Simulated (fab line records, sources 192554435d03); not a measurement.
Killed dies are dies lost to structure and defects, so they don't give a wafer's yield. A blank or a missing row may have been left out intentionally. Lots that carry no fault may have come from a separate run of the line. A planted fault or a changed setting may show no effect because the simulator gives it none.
Lot-split experiment / flow n5Finfet / 7 lots, 21 wafers read, on a route of 1938 steps

== THE SPLIT ==
At N5_BEOL_M11_ETCH_66 (etches SOC in N2/H2, target depth 120 nm, overetch 24 nm, time 180 s), the setting timeS was moved away from the recipe's 180 s on 8 of the 21 wafers read, by -18.3% to +18.1%. The other wafers ran this setting at the recipe's value.

The split's own step is where the reading is taken.

== THE READING ==
SiARC_of_BEOL_M11_COAT_64.thkNm (the simulator's own value, which no gauge read), in nm, at N5_BEOL_M11_ETCH_66 (etches SOC in N2/H2, target depth 120 nm, overetch 24 nm, time 180 s). The file does not state a usual value for it. The 13 wafers here that ran the recipe average 22.7 nm, standard deviation 0.25 nm.

wafer=L078.1; tool, chamber at the split=rieDiel-04, 2; timeS as run, s=180; against the recipe=recipe; SiARC_of_BEOL_M11_COAT_64.thkNm, nm=22.8; against lot-mates on the recipe=-
wafer=L078.4; tool, chamber at the split=rieDiel-04, 2; timeS as run, s=180; against the recipe=recipe; SiARC_of_BEOL_M11_COAT_64.thkNm, nm=22.8; against lot-mates on the recipe=-
wafer=L078.6; tool, chamber at the split=rieDiel-04, 1; timeS as run, s=180; against the recipe=recipe; SiARC_of_BEOL_M11_COAT_64.thkNm, nm=23; against lot-mates on the recipe=-
wafer=L083.1; tool, chamber at the split=rieDiel-04, 3; timeS as run, s=205.9; against the recipe=+14.4%; SiARC_of_BEOL_M11_COAT_64.thkNm, nm=21.2; against lot-mates on the recipe=-1.8
wafer=L083.2; tool, chamber at the split=rieDiel-04, 2; timeS as run, s=180; against the recipe=recipe; SiARC_of_BEOL_M11_COAT_64.thkNm, nm=23; against lot-mates on the recipe=-
wafer=L083.4; tool, chamber at the split=rieDiel-04, 1; timeS as run, s=205.9; against the recipe=+14.4%; SiARC_of_BEOL_M11_COAT_64.thkNm, nm=22.2; against lot-mates on the recipe=-0.8
wafer=L089.3; tool, chamber at the split=rieDiel-01, 2; timeS as run, s=212.5; against the recipe=+18.1%; SiARC_of_BEOL_M11_COAT_64.thkNm, nm=21.2; against lot-mates on the recipe=-1.4
wafer=L089.4; tool, chamber at the split=rieDiel-01, 0; timeS as run, s=212.5; against the recipe=+18.1%; SiARC_of_BEOL_M11_COAT_64.thkNm, nm=21.4; against lot-mates on the recipe=-1.2
wafer=L089.6; tool, chamber at the split=rieDiel-01, 2; timeS as run, s=180; against the recipe=recipe; SiARC_of_BEOL_M11_COAT_64.thkNm, nm=22.6; against lot-mates on the recipe=-
wafer=L090.1; tool, chamber at the split=rieDiel-05, 2,3; timeS as run, s=150; against the recipe=-16.7%; SiARC_of_BEOL_M11_COAT_64.thkNm, nm=24; against lot-mates on the recipe=+1.4
wafer=L090.2; tool, chamber at the split=rieDiel-05, 2,3; timeS as run, s=150; against the recipe=-16.7%; SiARC_of_BEOL_M11_COAT_64.thkNm, nm=24; against lot-mates on the recipe=+1.4
wafer=L090.5; tool, chamber at the split=rieDiel-05, 2; timeS as run, s=180; against the recipe=recipe; SiARC_of_BEOL_M11_COAT_64.thkNm, nm=22.6; against lot-mates on the recipe=-
wafer=L092.2; tool, chamber at the split=rieDiel-05, 1; timeS as run, s=180; against the recipe=recipe; SiARC_of_BEOL_M11_COAT_64.thkNm, nm=22.8; against lot-mates on the recipe=-
wafer=L092.6; tool, chamber at the split=rieDiel-05, 1; timeS as run, s=180; against the recipe=recipe; SiARC_of_BEOL_M11_COAT_64.thkNm, nm=22.8; against lot-mates on the recipe=-
wafer=L092.5; tool, chamber at the split=rieDiel-05, 2; timeS as run, s=180; against the recipe=recipe; SiARC_of_BEOL_M11_COAT_64.thkNm, nm=22.6; against lot-mates on the recipe=-
wafer=L096.3; tool, chamber at the split=rieDiel-01, 3; timeS as run, s=180; against the recipe=recipe; SiARC_of_BEOL_M11_COAT_64.thkNm, nm=22.6; against lot-mates on the recipe=-
wafer=L096.4; tool, chamber at the split=rieDiel-01, 2; timeS as run, s=200.6; against the recipe=+11.4%; SiARC_of_BEOL_M11_COAT_64.thkNm, nm=21.8; against lot-mates on the recipe=-0.7
wafer=L096.6; tool, chamber at the split=rieDiel-01, 3; timeS as run, s=180; against the recipe=recipe; SiARC_of_BEOL_M11_COAT_64.thkNm, nm=22.4; against lot-mates on the recipe=-
wafer=L097.2; tool, chamber at the split=rieDiel-01, 1; timeS as run, s=147; against the recipe=-18.3%; SiARC_of_BEOL_M11_COAT_64.thkNm, nm=23.8; against lot-mates on the recipe=+1.5
wafer=L097.3; tool, chamber at the split=rieDiel-01, 3; timeS as run, s=180; against the recipe=recipe; SiARC_of_BEOL_M11_COAT_64.thkNm, nm=22; against lot-mates on the recipe=-
wafer=L097.4; tool, chamber at the split=rieDiel-01, 0; timeS as run, s=180; against the recipe=recipe; SiARC_of_BEOL_M11_COAT_64.thkNm, nm=22.6; against lot-mates on the recipe=-
The file does not say which wafer passed through which chamber wherever a row lists several chambers: such a row stands for several wafers.

FIT RESULTS
A straight line over all 21 wafers: SiARC_of_BEOL_M11_COAT_64.thkNm changes by -0.0729 nm for each +1% of timeS; r = -0.94; the points scatter about the line by 0.28 nm.
The same after taking each lot's own level away (the mean of its wafers on the recipe; 21 wafers): -0.0799 nm for each +1%; r = -0.97; scatter 0.22 nm.
According to that fit, moving timeS by its largest amount changes the reading by 1.5 nm.
From 22.30 to 23.00 nm: that is the span of the lots' own levels, equal to 2.8 times the standard deviation above.
Consequently the slope shifts little with the lot-to-lot level, the two slopes agreeing.
Check: for one of the wafers moved furthest among these (-18.3%), held out of the fit, the line's prediction against its lot-mates is +1.48 nm. Against them it came out at +1.5 nm.

== OTHER SPLITS ON THESE WAFERS ==
Before the reading, these wafers also passed through other splits. Each is held against what the fit with the lots' levels taken away leaves over:
other split on the same wafers=N5_BEOL_M9_ILD_DEP_00 timeS; wafers away from the commonest value=8; r with SiARC_of_BEOL_M11_COAT_64.thkNm (lot level and that fit taken away)=+0.01
other split on the same wafers=N5_BEOL_M10_TRENCH_ETCH_37 timeS; wafers away from the commonest value=9; r with SiARC_of_BEOL_M11_COAT_64.thkNm (lot level and that fit taken away)=-0.53
other split on the same wafers=N5_BEOL_M11_EXPOSE_25 doseMj; wafers away from the commonest value=4; r with SiARC_of_BEOL_M11_COAT_64.thkNm (lot level and that fit taken away)=+0.15

== THE FILE'S OWN FIT ==
SiARC_of_BEOL_M11_COAT_64.thkNm changes by -0.0791 nm for each +1% of timeS, r = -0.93.
